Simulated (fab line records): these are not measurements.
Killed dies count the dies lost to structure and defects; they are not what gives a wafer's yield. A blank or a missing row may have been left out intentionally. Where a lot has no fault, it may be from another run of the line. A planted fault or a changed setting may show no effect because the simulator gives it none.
Which tool was responsible? -- flow nand harc -- 24 lots with 72 wafers sampled at 6 steps, on a route of 1302 steps

## WHAT EACH GAUGE READ, for each wafer
The record lacks any reading of a measuring or inspecting step that a usual standard deviation could be used to judge.

## WHAT TOOL EACH LOT RAN ON (gives the tool, then ch and the chambers of the sampled wafers, and finally the start)
lot,NHARC_P_M0_PVD_20,NHARC_P_M1_ETCH_15,NHARC_P_M1_DEGAS_29,NHARC_P_M2_DEGAS_29,NHARC_P_M2_PVD_21,NHARC_P_BONDPAD_STRIP_15
L074,"pvd sputter-03, day 6 07:32 or earlier","rie diel-09 ch 0,1,2, day 6 07:32 or earlier","pvd sputter-02, day 6 07:32","pvd sputter-01, day 6 11:44","pvd sputter-01, day 6 15:41 or earlier","rie diel-08 ch 0,2,3, day 6 15:41"
L075,"pvd sputter-01, day 6 21:03 or earlier","rie diel-11 ch 1,2,3, day 6 21:03 or earlier","pvd sputter-03, day 6 21:03","pvd sputter-03, day 7 01:04","pvd sputter-03, day 7 05:01 or earlier","rie diel-08 ch 0,1, day 7 05:01"
L076,"pvd sputter-01, day 7 00:35 or earlier","rie diel-11 ch 1,2, day 7 00:35 or earlier","pvd sputter-02, day 7 00:35","pvd sputter-02, day 7 04:57","pvd sputter-02, day 7 08:52 or earlier","rie diel-12 ch 0,1,3, day 7 08:52"
L077,"pvd sputter-03, day 7 12:07 or earlier","rie diel-09 ch 0,1,2, day 7 12:07 or earlier","pvd sputter-03, day 7 12:07","pvd sputter-03, day 7 16:17","pvd sputter-03, day 7 20:15 or earlier","rie diel-13 ch 1,2,3, day 7 20:15"
L078,"pvd sputter-03, day 8 03:40 or earlier","rie diel-11 ch 0,1,3, day 8 03:40 or earlier","pvd sputter-01, day 8 03:40","pvd sputter-01, day 8 07:51","pvd sputter-01, day 8 11:48 or earlier","rie diel-13 ch 1,2,3, day 8 11:48"
L079,"pvd sputter-01, day 8 06:50 or earlier","rie diel-11 ch 0,2,3, day 8 06:50 or earlier","pvd sputter-02, day 8 06:50","pvd sputter-02, day 8 10:52","pvd sputter-02, day 8 14:41 or earlier","rie diel-08 ch 0,1, day 8 14:41"
L080,"pvd sputter-03, day 9 01:21 or earlier","rie diel-11 ch 1,2,3, day 9 01:21 or earlier","pvd sputter-02, day 9 01:21","pvd sputter-02, day 9 06:35","pvd sputter-02, day 9 10:32 or earlier","rie diel-13 ch 1,2,3, day 9 10:32"
L081,"pvd sputter-02, day 9 02:18 or earlier","rie diel-11 ch 2,3, day 9 02:18 or earlier","pvd sputter-01, day 9 02:18","pvd sputter-01, day 9 06:43","pvd sputter-01, day 9 10:40 or earlier","rie diel-12 ch 0,3, day 9 10:40"
L082,"pvd sputter-01, day 9 21:06 or earlier","rie diel-09 ch 0,1,3, day 9 21:06 or earlier","pvd sputter-01, day 9 21:06","pvd sputter-03, day 10 01:12","pvd sputter-03, day 10 05:10 or earlier","rie diel-13 ch 0,1,2, day 10 05:10"
L083,"pvd sputter-01, day 10 04:35 or earlier","rie diel-11 ch 0,1,3, day 10 04:35 or earlier","pvd sputter-02, day 10 04:35","pvd sputter-01, day 10 08:49","pvd sputter-01, day 10 12:47 or earlier","rie diel-08 ch 0,2,3, day 10 12:47"
L084,"pvd sputter-03, day 10 17:24 or earlier","rie diel-11 ch 0,1,3, day 10 17:24 or earlier","pvd sputter-03, day 10 17:24","pvd sputter-01, day 10 21:52","pvd sputter-01, day 11 01:43 or earlier","rie diel-13 ch 0,2, day 11 01:43"
L085,"pvd sputter-03, day 10 22:56 or earlier","rie diel-11 ch 0,1,2, day 10 22:56 or earlier","pvd sputter-02, day 10 22:56","pvd sputter-01, day 11 03:13","pvd sputter-01, day 11 07:40 or earlier","rie diel-08 ch 0,2,3, day 11 07:40"
L086,"pvd sputter-02, day 10 23:55 or earlier","rie diel-09 ch 1,2,3, day 10 23:55 or earlier","pvd sputter-03, day 10 23:55","pvd sputter-02, day 11 04:10","pvd sputter-02, day 11 08:08 or earlier","rie diel-12 ch 0,1,2, day 11 08:08"
L087,"pvd sputter-03, day 11 14:54 or earlier","rie diel-09 ch 0,1,2, day 11 14:54 or earlier","pvd sputter-03, day 11 14:54","pvd sputter-03, day 11 19:02","pvd sputter-03, day 11 23:01 or earlier","rie diel-12 ch 0,1,2, day 11 23:01"
L089,"pvd sputter-03, day 12 15:41 or earlier","rie diel-09 ch 1,2,3, day 12 15:41 or earlier","pvd sputter-01, day 12 15:41","pvd sputter-03, day 12 19:53","pvd sputter-03, day 12 23:57 or earlier","rie diel-08 ch 0,1,3, day 12 23:57"
L088,"pvd sputter-01, day 12 16:40 or earlier","rie diel-09 ch 0,2,3, day 12 16:40 or earlier","pvd sputter-02, day 12 16:40","pvd sputter-01, day 12 20:58","pvd sputter-01, day 13 00:54 or earlier","rie diel-08 ch 0,3, day 13 00:54"
L090,"pvd sputter-01, day 13 06:12 or earlier","rie diel-11 ch 0,1,2, day 13 06:12 or earlier","pvd sputter-03, day 13 06:12","pvd sputter-03, day 13 10:23","pvd sputter-03, day 13 14:13 or earlier","rie diel-12 ch 1,2, day 13 14:13"
L091,"pvd sputter-01, day 13 17:43 or earlier","rie diel-07 ch 0,1,3, day 13 17:43 or earlier","pvd sputter-02, day 13 17:43","pvd sputter-02, day 13 21:53","pvd sputter-02, day 14 01:49 or earlier","rie diel-08 ch 0,1,2, day 14 01:49"
L092,"pvd sputter-03, day 13 18:34 or earlier","rie diel-07 ch 0,2,3, day 13 18:34 or earlier","pvd sputter-01, day 13 18:34","pvd sputter-01, day 13 22:44","pvd sputter-01, day 14 02:41 or earlier","rie diel-13 ch 0,1,3, day 14 02:41"
L093,"pvd sputter-02, day 14 05:01 or earlier","rie diel-09 ch 0,2,3, day 14 05:01 or earlier","pvd sputter-02, day 14 05:01","pvd sputter-03, day 14 09:16","pvd sputter-03, day 14 13:17 or earlier","rie diel-08 ch 0,1,3, day 14 13:17"
L094,"pvd sputter-01, day 14 10:28 or earlier","rie diel-11 ch 0,2, day 14 10:28 or earlier","pvd sputter-01, day 14 10:28","pvd sputter-01, day 14 14:38","pvd sputter-01, day 14 18:28 or earlier","rie diel-08 ch 0,2,3, day 14 18:28"
L095,"pvd sputter-03, day 14 22:46 or earlier","rie diel-09 ch 0,3, day 14 22:46 or earlier","pvd sputter-02, day 14 22:46","pvd sputter-02, day 15 03:08","pvd sputter-02, day 15 07:03 or earlier","rie diel-08 ch 2,3, day 15 07:03"
L096,"pvd sputter-03, day 15 14:10 or earlier","rie diel-09 ch 2,3, day 15 14:10 or earlier","pvd sputter-01, day 15 14:10","pvd sputter-01, day 15 18:22","pvd sputter-01, day 15 22:18 or earlier","rie diel-12 ch 0,1, day 15 22:18"
L097,"pvd sputter-02, day 15 16:58 or earlier","rie diel-09 ch 1,2,3, day 15 16:58 or earlier","pvd sputter-02, day 15 16:58","pvd sputter-01, day 15 21:08","pvd sputter-01, day 16 00:59 or earlier","rie diel-08 ch 0,2,3, day 16 00:59"
- NHARC_P_M0_PVD_20: deposits TaN, target thk 5 nm, time 8.06 s.
- NHARC_P_M1_ETCH_15: etches the open film in C4F8/Ar, target depth 182.5 nm, time 91.2 s.
- NHARC_P_M1_DEGAS_29: time 60 s.
- NHARC_P_M2_DEGAS_29: time 60 s.
- NHARC_P_M2_PVD_21: deposits Cu, target thk 30 nm, time 20.49 s.
- NHARC_P_BONDPAD_STRIP_15: strips in O2.

## AS READ BY THE TOOLS THEMSELVES (means over the sampled wafers that have a number; for cases with no such wafer, the mark the record gives instead)
NHARC_P_M0_PVD_20. Usual: throttle valve pct reads 30.5 % (standard deviation 1.2).
lot,tool,throttle valve pct (%),flag
L074,pvd sputter-03,29.8,
L075,pvd sputter-01,31.8,
L076,pvd sputter-01,31.1,
L077,pvd sputter-03,30.3,
L078,pvd sputter-03,29.5,
L079,pvd sputter-01,31.6,
L080,pvd sputter-03,28.9,
L081,pvd sputter-02,29.2,
L082,pvd sputter-01,31.2,
L083,pvd sputter-01,31.7,
L084,pvd sputter-03,30.8,
L085,pvd sputter-03,29.3,
L086,pvd sputter-02,30.4,
L087,pvd sputter-03,30.2,
L089,pvd sputter-03,30.1,
L088,pvd sputter-01,31.1,
L090,pvd sputter-01,31.5,
L091,pvd sputter-01,31.4,
L092,pvd sputter-03,29.5,
L093,pvd sputter-02,30.2,
L094,pvd sputter-01,31.3,
L095,pvd sputter-03,30.5,
L096,pvd sputter-03,29.3,
L097,pvd sputter-02,30.4,

NHARC_P_M1_ETCH_15. Usual: oes product au 0.954 a.u., standard deviation 0.022; rf vpp V 440.2 V, standard deviation 2.5.
lot,tool,oes product au (a.u.),rf vpp V (V),flag
L074,rie diel-09,0.928,439.5,
L075,rie diel-11,0.969,441.3,
L076,rie diel-11,0.982,442.9,
L077,rie diel-09,0.961,440.2,
L078,rie diel-11,0.964,441.6,
L079,rie diel-11,0.925,440.6,
L080,rie diel-11,0.970,440.6,
L081,rie diel-11,0.938,437.9,
L082,rie diel-09,0.982,439.0,
L083,rie diel-11,0.981,441.6,
L084,rie diel-11,0.930,441.0,
L085,rie diel-11,0.938,442.4,
L086,rie diel-09,0.922,439.3,
L087,rie diel-09,0.927,440.7,
L089,rie diel-09,0.966,439.2,
L088,rie diel-09,0.965,438.3,
L090,rie diel-11,0.935,443.1,
L091,rie diel-07,0.960,439.9,
L092,rie diel-07,0.976,439.8,
L093,rie diel-09,0.922,438.0,
L094,rie diel-11,0.971,441.2,
L095,rie diel-09,0.982,437.9,
L096,rie diel-09,0.964,439.0,
L097,rie diel-09,0.962,439.1,

NHARC_P_M1_DEGAS_29. Usual: heater power w reads 332 W (standard deviation 33).
lot,tool,heater power w (W),flag
L074,pvd sputter-02,338,
L075,pvd sputter-03,316,
L076,pvd sputter-02,342,
L077,pvd sputter-03,310,
L078,pvd sputter-01,342,
L079,pvd sputter-02,337,
L080,pvd sputter-02,337,
L081,pvd sputter-01,324,
L082,pvd sputter-01,293,
L083,pvd sputter-02,337,
L084,pvd sputter-03,335,
L085,pvd sputter-02,332,
L086,pvd sputter-03,327,
L087,pvd sputter-03,330,
L089,pvd sputter-01,270,
L088,pvd sputter-02,355,
L090,pvd sputter-03,328,
L091,pvd sputter-02,353,
L092,pvd sputter-01,305,
L093,pvd sputter-02,338,
L094,pvd sputter-01,302,
L095,pvd sputter-02,342,
L096,pvd sputter-01,296,
L097,pvd sputter-02,354,

NHARC_P_M2_DEGAS_29. Usual: heater power w reads 326 W (standard deviation 38).
lot,tool,heater power w (W),flag
L074,pvd sputter-01,335,
L075,pvd sputter-03,326,
L076,pvd sputter-02,344,
L077,pvd sputter-03,316,
L078,pvd sputter-01,346,
L079,pvd sputter-02,342,
L080,pvd sputter-02,357,
L081,pvd sputter-01,275,
L082,pvd sputter-03,316,
L083,pvd sputter-01,327,
L084,pvd sputter-01,339,
L085,pvd sputter-01,306,
L086,pvd sputter-02,356,
L087,pvd sputter-03,324,
L089,pvd sputter-03,335,
L088,pvd sputter-01,354,
L090,pvd sputter-03,308,
L091,pvd sputter-02,346,
L092,pvd sputter-01,338,
L093,pvd sputter-03,340,
L094,pvd sputter-01,321,
L095,pvd sputter-02,337,
L096,pvd sputter-01,334,
L097,pvd sputter-01,266,

NHARC_P_M2_PVD_21. Usual: throttle valve pct reads 30.7 % (standard deviation 1.1).
lot,tool,throttle valve pct (%),flag
L074,pvd sputter-01,32.0,
L075,pvd sputter-03,30.1,
L076,pvd sputter-02,30.3,
L077,pvd sputter-03,30.1,
L078,pvd sputter-01,31.2,
L079,pvd sputter-02,30.0,
L080,pvd sputter-02,29.9,
L081,pvd sputter-01,31.8,
L082,pvd sputter-03,29.4,
L083,pvd sputter-01,31.3,
L084,pvd sputter-01,32.0,
L085,pvd sputter-01,31.2,
L086,pvd sputter-02,31.0,
L087,pvd sputter-03,29.0,
L089,pvd sputter-03,30.5,
L088,pvd sputter-01,30.6,
L090,pvd sputter-03,29.3,
L091,pvd sputter-02,30.2,
L092,pvd sputter-01,31.5,
L093,pvd sputter-03,30.3,
L094,pvd sputter-01,30.9,
L095,pvd sputter-02,30.3,
L096,pvd sputter-01,30.8,
L097,pvd sputter-01,31.6,

NHARC_P_BONDPAD_STRIP_15. Usual: drypump motor current A 5.6 A, standard deviation 0.43; oes product au 0.999 a.u., standard deviation 0.011; rf vpp V 57.8 V, standard deviation 0.86; showerhead plenum p Torr 3.55 Torr, standard deviation 0.16; throttle valve pct 17.036 %, standard deviation 0.0094.
lot,tool,drypump motor current A (A),oes product au (a.u.),rf vpp V (V),showerhead plenum p Torr (Torr),throttle valve pct (%),flag
L074,rie diel-08,5.4,0.992,57.6,3.58,17.029,
L075,rie diel-08,5.3,0.989,56.9,3.40,17.033,
L076,rie diel-12,6.1,1.005,57.5,3.69,17.042,
L077,rie diel-13,5.6,0.999,57.5,3.55,17.036,
L078,rie diel-13,5.6,0.992,57.0,3.55,17.031,
L079,rie diel-08,5.5,0.996,57.6,3.40,17.036,
L080,rie diel-13,5.6,0.996,57.2,3.55,17.033,
L081,rie diel-12,6.3,0.993,58.0,3.72,17.040,
L082,rie diel-13,5.8,0.997,57.2,3.45,17.044,
L083,rie diel-08,5.4,1.004,57.9,3.58,17.029,
L084,rie diel-13,6.2,0.988,57.3,3.35,17.036,
L085,rie diel-08,5.4,1.000,58.4,3.58,17.039,
L086,rie diel-12,5.9,0.997,57.3,3.55,17.032,
L087,rie diel-12,5.9,1.008,58.6,3.55,17.022,
L089,rie diel-08,5.4,1.005,57.8,3.53,17.046,
L088,rie diel-08,5.6,1.006,57.7,3.65,17.043,
L090,rie diel-12,5.8,1.004,57.5,3.51,17.037,
L091,rie diel-08,5.3,1.012,58.7,3.45,17.033,
L092,rie diel-13,6.0,0.991,57.9,3.54,17.037,
L093,rie diel-08,5.4,1.006,57.7,3.53,17.035,
L094,rie diel-08,5.4,1.001,58.0,3.57,17.036,
L095,rie diel-08,5.2,1.003,58.3,3.63,17.029,
L096,rie diel-12,5.9,1.004,59.0,3.69,17.034,
L097,rie diel-08,5.4,1.009,57.5,3.57,17.044,

## THE ANSWER, worked out from the rows above alone
Rule: take the mean of a lot's wafers that have a number; if it is more than 3 standard deviations from the usual mean, the lot is off. Also off: a lot with no number at a reading for which 4 or more lots have one. Any other lot the step has rows for is counted as sound. Order of review: gauges by route order, followed by the tools' own readings, for which a lot's mean as printed above is used. The first step at which some lot is off is used, and at that step the reading that is off furthest; a lot without a number counts as furthest.
No lot is off on any of the readings shown, so nothing can be concluded from this.

## WHAT THE SIMULATOR HAD PUT IN
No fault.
